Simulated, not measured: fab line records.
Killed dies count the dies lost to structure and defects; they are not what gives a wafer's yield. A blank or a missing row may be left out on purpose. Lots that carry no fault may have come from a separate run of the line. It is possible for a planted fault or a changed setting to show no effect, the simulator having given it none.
Chamber matching :: flow n5Finfet :: cvdCo-01 running N5_BEOL_M0_CO_CAP_123: 3 sister chambers
The step material Co, precursor CCTBA/H2, target thk 2 nm, time 102.1 s. 3 wafers are shown with their chamber, then 12 later ones without.

WAFERS, EACH WITH ITS CHAMBER
wafer: L090.4
chamber: 1
heaterPowerW (W): 224

wafer: L090.5
chamber: 0
heaterPowerW (W): 214

wafer: L090.6
chamber: 2
heaterPowerW (W): 270

WAFERS WITHOUT THEIR CHAMBER
wafer: L092.1
heaterPowerW (W): 276

wafer: L092.2
heaterPowerW (W): 225

wafer: L092.3
heaterPowerW (W): 216

wafer: L092.4
heaterPowerW (W): 216

wafer: L092.5
heaterPowerW (W): 266

wafer: L092.6
heaterPowerW (W): 235

wafer: L095.3
heaterPowerW (W): 219

wafer: L095.5
heaterPowerW (W): 215

wafer: L095.6
heaterPowerW (W): 219

wafer: L096.2
heaterPowerW (W): 210

wafer: L096.3
heaterPowerW (W): 216

wafer: L096.5
heaterPowerW (W): 226

WHICH CHAMBER EACH WENT THROUGH
wafer: L092.1
from the rows above: 2
in truth: 2

wafer: L092.2
from the rows above: 1
in truth: 1

wafer: L092.3
from the rows above: can't be placed: 0 or 1
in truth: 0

wafer: L092.4
from the rows above: can't be placed: 0 or 1
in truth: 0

wafer: L092.5
from the rows above: 2
in truth: 2

wafer: L092.6
from the rows above: 1
in truth: 1

wafer: L095.3
from the rows above: can't be placed: 0 or 1
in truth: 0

wafer: L095.5
from the rows above: can't be placed: 0 or 1
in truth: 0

wafer: L095.6
from the rows above: can't be placed: 0 or 1
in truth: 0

wafer: L096.2
from the rows above: 0
in truth: 0

wafer: L096.3
from the rows above: can't be placed: 0 or 1
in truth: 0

wafer: L096.5
from the rows above: 1
in truth: 1
Correct placement for 6 of the 12. Can't be placed from these rows: 6 (the true chamber is among the candidates in 6). Wrongly placed: 0.
How it was worked out, from the rows above alone: a wafer's distance from a chamber is the root of the sum, over the readings, of the square of ((its reading less the chamber's mean) divided by the reading's scatter). If the next closest chamber is less than 2 further off than the closest, the wafer can't be placed; otherwise it belongs to the closest. Each chamber's mean is taken over the wafers shown for it. The scatter: root of mean squared gap, hidden wafer to nearest shown wafer, with one shown wafer a chamber.
